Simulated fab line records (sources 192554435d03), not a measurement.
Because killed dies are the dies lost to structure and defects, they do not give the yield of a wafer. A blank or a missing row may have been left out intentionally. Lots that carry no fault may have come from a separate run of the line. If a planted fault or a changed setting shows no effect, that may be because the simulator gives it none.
Split-lot experiment | flow n5Finfet | route with 1938 steps; 7 lots, 39 wafers read

== ABOUT THE SPLIT ==
At N5_DUMMY_GATE_PECVD_30 (deposits SiO2 from TEOS/O2, target thk 55 nm, time 10.8 s), the setting timeS was moved away from the recipe's 10.8 s on 6 of the 39 wafers read, by -57.8% to -29.5%. This setting was run at the recipe's value on the other wafers.

The reading is taken at the split's own step.

== THE READING ==
SiO2_of_DUMMY_GATE_PECVD_30.thkNm (the simulator's own value, which no gauge read), in nm, at N5_DUMMY_GATE_PECVD_30 (deposits SiO2 from TEOS/O2, target thk 55 nm, time 10.8 s). No usual value for it is given in the file. The 33 wafers here that ran the recipe average 55.2 nm, standard deviation 0.71 nm.

wafer  | tool, chamber at the split | timeS as run, s | against the recipe | SiO2_of_DUMMY_GATE_PECVD_30.thkNm, nm | against lot-mates on the recipe
L080.1 | pecvd-04, 2                | 10.8            | recipe             | 54.6                                  | -
L080.2 | pecvd-04, 1                | 7.611           | -29.5%             | 39.2                                  | -16.1
L080.3 | pecvd-04, 0,1              | 7.611           | -29.5%             | 40                                    | -15.3
L080.6 | pecvd-04, 0,1              | 7.611           | -29.5%             | 40                                    | -15.3
L080.4 | pecvd-04, 0                | 10.8            | recipe             | 56.4                                  | -
L080.5 | pecvd-04, 2                | 10.8            | recipe             | 54.8                                  | -
L081.1 | pecvd-03, 1                | 10.8            | recipe             | 54                                    | -
L081.2 | pecvd-03, 0,2              | 10.8            | recipe             | 53.8                                  | -
L081.3 | pecvd-03, 0,2              | 10.8            | recipe             | 53.8                                  | -
L081.4 | pecvd-03, 0                | 10.8            | recipe             | 55.4                                  | -
L081.5 | pecvd-03, 2                | 10.8            | recipe             | 54.8                                  | -
L081.6 | pecvd-03, 1                | 10.8            | recipe             | 55.2                                  | -
L084.1 | pecvd-04, 0                | 10.8            | recipe             | 54.6                                  | -
L084.2 | pecvd-04, 2                | 10.8            | recipe             | 54.4                                  | -
L084.3 | pecvd-04, 1                | 10.8            | recipe             | 54.8                                  | -
L084.4 | pecvd-04, 1                | 10.8            | recipe             | 55.8                                  | -
L084.5 | pecvd-04, 2                | 10.8            | recipe             | 55.2                                  | -
L084.6 | pecvd-04, 0                | 10.8            | recipe             | 55.6                                  | -
L085.2 | pecvd-04, 2                | 10.8            | recipe             | 55.6                                  | -
L085.4 | pecvd-04, 2                | 10.8            | recipe             | 55.4                                  | -
L085.5 | pecvd-04, 0                | 10.8            | recipe             | 56.2                                  | -
L091.1 | pecvd-04, 0,1              | 10.8            | recipe             | 55.2                                  | -
L091.3 | pecvd-04, 0,1              | 10.8            | recipe             | 55.2                                  | -
L091.2 | pecvd-04, 2                | 10.8            | recipe             | 55.4                                  | -
L091.4 | pecvd-04, 0,2,1            | 10.8            | recipe             | 55.6                                  | -
L091.5 | pecvd-04, 0,2,1            | 10.8            | recipe             | 55.6                                  | -
L091.6 | pecvd-04, 0,2,1            | 10.8            | recipe             | 55.6                                  | -
L093.1 | pecvd-03, 1                | 4.554           | -57.8%             | 23.6                                  | -31.0
L093.2 | pecvd-03, 0                | 10.8            | recipe             | 54.2                                  | -
L093.3 | pecvd-03, 2                | 10.8            | recipe             | 54.6                                  | -
L093.4 | pecvd-03, 1                | 4.554           | -57.8%             | 24.6                                  | -30.0
L093.5 | pecvd-03, 2                | 10.8            | recipe             | 55                                    | -
L093.6 | pecvd-03, 0                | 4.554           | -57.8%             | 24.2                                  | -30.4
L097.1 | pecvd-03, 0,2              | 10.8            | recipe             | 54.6                                  | -
L097.3 | pecvd-03, 0,2              | 10.8            | recipe             | 54.6                                  | -
L097.2 | pecvd-03, 1                | 10.8            | recipe             | 55.4                                  | -
L097.4 | pecvd-03, 2                | 10.8            | recipe             | 56.4                                  | -
L097.5 | pecvd-03, 0                | 10.8            | recipe             | 55.6                                  | -
L097.6 | pecvd-03, 1                | 10.8            | recipe             | 56.6                                  | -
Rows listing several chambers each stand for several wafers; the file does not say which wafer went through which chamber.

THE FIT
A straight line over all 39 wafers: SiO2_of_DUMMY_GATE_PECVD_30.thkNm changes by +0.534 nm for each +1% of timeS; r = +1.00; the points scatter about the line by 0.7 nm.
The same after taking each lot's own level away (the mean of its wafers on the recipe; 39 wafers): +0.527 nm for each +1%; r = +1.00; scatter 0.56 nm.
Per that fit: largest timeS move, reading shift of 30 nm.
Across the lots, their own levels run from 54.50 to 55.73 nm, a range of 1.7 times the standard deviation given above.
Hence the lot-to-lot level has little effect on the slope; both slopes agree.
Check: with one of the wafers moved furthest among these (-57.8%) left out of the fit, the line predicts -30.3 nm for it against its lot-mates. Against them it came out at -31 nm.

== OTHER SPLITS APPLIED TO THESE WAFERS ==
Other splits were also applied to these wafers ahead of the reading. Each is held against what the fit with the lots' levels taken away leaves over:
other split on the same wafers        | wafers away from the commonest value | r with SiO2_of_DUMMY_GATE_PECVD_30.thkNm (lot level and that fit taken away)
N5_ZERO_LAYER_DEVELOP_10 developTimeS | 15                                   | -0.14
N5_FIN_SAQP_SPACER2_ALD_28 targetThkA | 18                                   | -0.20

== FILE'S OWN FIT ==
SiO2_of_DUMMY_GATE_PECVD_30.thkNm changes by +0.527 nm for each +1% of timeS, r = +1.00.
